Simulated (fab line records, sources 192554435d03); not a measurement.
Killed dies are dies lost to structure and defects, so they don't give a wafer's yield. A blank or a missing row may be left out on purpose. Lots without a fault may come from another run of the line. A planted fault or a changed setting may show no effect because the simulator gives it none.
Which tool did it? | flow n5_finfet | 24 lots, 72 wafers sampled, at 1 step of a route of 1938

WHAT THE GAUGES READ, wafer by wafer
N5_GATE_CUT_INSPECT_15: inspects for defects (brightfield).
lot  | measured     | on                | raw_defect_count
L074 | day 4 13:01  | defect_inspect-01 | 69 152 140
L075 | day 4 15:32  | defect_inspect-01 | 84 107 134
L076 | day 4 22:28  | defect_inspect-02 | 157 252 175
L077 | day 5 04:03  | defect_inspect-02 | 89 109 111
L078 | day 5 12:51  | defect_inspect-01 | 70 110 95
L079 | day 5 19:21  | defect_inspect-02 | 125 85 178
L080 | day 5 23:50  | defect_inspect-01 | 155 187 121
L081 | day 6 07:03  | defect_inspect-02 | 166 133 184
L082 | day 6 13:52  | defect_inspect-02 | 133 175 95
L083 | day 6 20:37  | defect_inspect-01 | 203 132 177
L084 | day 7 05:07  | defect_inspect-01 | 79 104 52
L085 | day 7 06:56  | defect_inspect-02 | 132 158 127
L086 | day 7 18:59  | defect_inspect-01 | 178 140 119
L087 | day 7 22:17  | defect_inspect-01 | 177 106 122
L088 | day 8 01:55  | defect_inspect-02 | 162 111 103
L089 | day 8 11:11  | defect_inspect-01 | 79 130 144
L090 | day 8 14:59  | defect_inspect-01 | 72 111 123
L091 | day 8 21:27  | defect_inspect-01 | 121 159 100
L092 | day 9 07:49  | defect_inspect-01 | 101 116 191
L093 | day 9 07:52  | defect_inspect-02 | 87 113 81
L094 | day 9 17:43  | defect_inspect-01 | 121 159 159
L095 | day 9 21:55  | defect_inspect-02 | 144 204 147
L096 | day 10 07:08 | defect_inspect-02 | 136 93 133
L097 | day 10 16:00 | defect_inspect-02 | 146 177 179

WHICH TOOL RAN EACH LOT (tool, then ch and the chambers of the sampled wafers, then the start)
The record holds no process step before these readings.

WHAT THE TOOLS THEMSELVES READ (means of the sampled wafers that have a number; where no wafer has one, the mark that the record gives instead)
The record holds no such reading with a usual standard deviation.

THE ANSWER, worked out from the rows above alone
Rule: what is usual is taken from the lots themselves. Put in order of their means at a reading, lots are off if they are a third of the lots or fewer, leave a main group of 4 or more, and stand apart from it by a gap of 3 or more times the standard deviation of the main group's means; of several such gaps the widest counts. A main group whose means are all the same, to the digits that the tables above print for the reading, isn't used. A lot without any number at a reading at which 4 lots or more have one is off too. The other lots that the step has rows for count as sound. The gauges are gone through in route order, then the tools' own readings, and for those a lot's mean is taken as printed above. The first step at which some lot is off is used, and at that step the reading that is off furthest; a lot without a number counts as furthest.
No lot is off at any reading shown: from this, nothing can be told.

WHAT THE SIMULATOR HAD PUT IN
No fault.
